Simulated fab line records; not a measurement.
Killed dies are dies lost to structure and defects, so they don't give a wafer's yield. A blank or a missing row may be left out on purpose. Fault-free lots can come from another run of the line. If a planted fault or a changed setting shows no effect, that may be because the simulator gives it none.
Comparing a struck lot with a sound one ; flow n5 finfet ; 15 out of 1938 route steps
Sound: wafers L829.1, L829.4, L829.5. Struck: wafer L833.6. (L833.1, L833.5 of the same lot were not struck and are left out.) The cause comes at the end.
Per side, at each step with rows, come the tool, then ch with its chambers, and then its first start. Under that, the readings that differ: sound wafers ; struck wafers ; difference of the means ; sigmas: that difference in standard deviations of wafers without a fault.
alike: a reading whose means differ by less than 2 such deviations, as well as words and numbers matching on both sides. not compared: withheld readings; readings where some wafer has no value; bounds like >300 that might hide an equal value; numbers whose values overlap and for which the record gives no deviation.
The two part at a step that has a row with sigmas, a row that says differs or no value, or rows on one side only. Numbers that don't overlap but have no deviation are shown without sigmas and don't part them. A reading that every wafer of one side lacks parts them only if that side has two wafers or more.

N5_BEOL_M0_SAQP_HM_OPEN_112: chemistry CHF3/O2, target SiO2, stops on a-Si, target depth 12 nm, time 13.5 s.
  sound on rie diel-02 ch 0,1,2, day 6 15:03; struck on rie diel-03 ch 2, day 7 05:39
  alike: drypump motor current A, oes_ar_750_au, oes product au, rf fwd power W, rf vpp V, showerhead plenum p Torr, throttle valve pct
  not compared: rf hours counter h
then, 1 step without rows for these wafers: N5_BEOL_M0_SAQP_STRIP_113 (strips in CHF3/O2).
N5_BEOL_M0_SAQP_MANDREL_ETCH_20: etches a-Si in HBr/Cl2, stops on SiNx, target depth 60 nm, bt time 10 s, time 30 s.
  sound on rie si-02 ch 0,2, day 6 15:08; struck on rie si-05 ch 3, day 7 05:44
  alike: drypump motor current A, oes product au, rf fwd power W, throttle valve pct
  not compared: rf hours counter h
N5_BEOL_M0_SAQP_STRIP_86: strips in N2/H2.
  sound on rie diel-02 ch 0,1, day 6 15:14; struck on rie diel-04 ch 3, day 7 05:53
  alike: drypump motor current A, oes product au, rf vpp V, showerhead plenum p Torr, throttle valve pct
  not compared: rf hours counter h
then, 2 steps without rows for these wafers: N5_BEOL_M0_SAQP_STRIP_115 (strips in post etch residue remover, time 60 s); N5_BEOL_M0_SAQP_SRD_93 (time 30 s).
N5_BEOL_M0_SAQP_RECESS_114: chemistry HF/NH3, target SiO2, target depth 14.4 nm, afs cycles 3, sublimation time 60 s.
  sound on vapor etch-01 ch 0,1, day 6 15:23; struck on vapor etch-02 ch 0, day 7 06:01
reading;sound;struck;difference;sigmas
drypump motor current A (A);5.4 5.7 5.7;6.4;+0.8;+2
  alike: sublimation temp c
then, 3 steps without rows for these wafers: N5_BEOL_M0_SAQP_SPACER1_ALD_98 (deposits SiO2, target thk 12.8 nm, pulse time 1 s, purge time 2 s); N5_BEOL_M0_SAQP_SPACER1_ETCHBACK_99 (etches SiO2 in CHF3/O2, target depth 15.4 nm, time 7.7 s); N5_BEOL_M0_SAQP_MANDREL1_REMOVE_100 (chemistry HBr/Cl2/O2, target a-Si, stops on SiNx, bt time 10 s).
N5_BEOL_M0_SAQP_CD_MEAS_25 targets a cd of 13.1 nm.
  sound on cd sem-01 ch 0, day 6 18:16; struck on cd sem-01 ch 0, day 7 07:35
  alike: cd nm
then, 1 step without rows for these wafers: N5_BEOL_M0_SAQP_ETCH_101 (etches SiNx in CH3F/O2, target depth 29.9 nm, time 42.7 s).
N5_BEOL_M0_SAQP_ETCH_102: etches SiO2 in CF4, target depth 4 nm, time 4.4 s.
  sound on rie si-05 ch 1,2, day 6 18:25; struck on rie si-03 ch 0, day 7 07:43
reading;sound;struck;difference;sigmas
oes product au (a.u.);0.975 0.982 0.988;1.204;+0.222;+10
rf fwd power W (W);793 791 790;782;-9;-2
model.etch.depth nm (nm);3.976 4.019 4.017;5.343;+1.339;
  alike: drypump motor current A, throttle valve pct
  not compared: rf hours counter h
N5_BEOL_M0_SAQP_MANDREL_ETCH_103: etches a-Si in HBr/Cl2, stops on SiCN, target depth 45 nm, bt time 10 s, time 27 s.
  sound on rie si-05 ch 1,2, day 6 18:27; struck on rie si-03 ch 0, day 7 07:46
  alike: drypump motor current A, oes product au, rf fwd power W, throttle valve pct
  not compared: rf hours counter h
N5_BEOL_M4_RC_MEAS_101:
  sound on prober-01 ch 0, day 9 00:17; struck on prober-01 ch 0, day 9 05:26
  alike: DIBL_N, DIBL_P, IOFF_N, IOFF_P, ION_N, ION_P, SS_N, SS_P, VT_N, VT_P

## WHERE THEY PART
Last at N5_BEOL_M0_SAQP_ETCH_102 as far as this record goes, first at N5_BEOL_M0_SAQP_RECESS_114. Later steps at which nothing parts them and some readings are alike: N5_BEOL_M0_SAQP_MANDREL_ETCH_103, N5_BEOL_M4_RC_MEAS_101.

WHY: what had been put in by the simulator
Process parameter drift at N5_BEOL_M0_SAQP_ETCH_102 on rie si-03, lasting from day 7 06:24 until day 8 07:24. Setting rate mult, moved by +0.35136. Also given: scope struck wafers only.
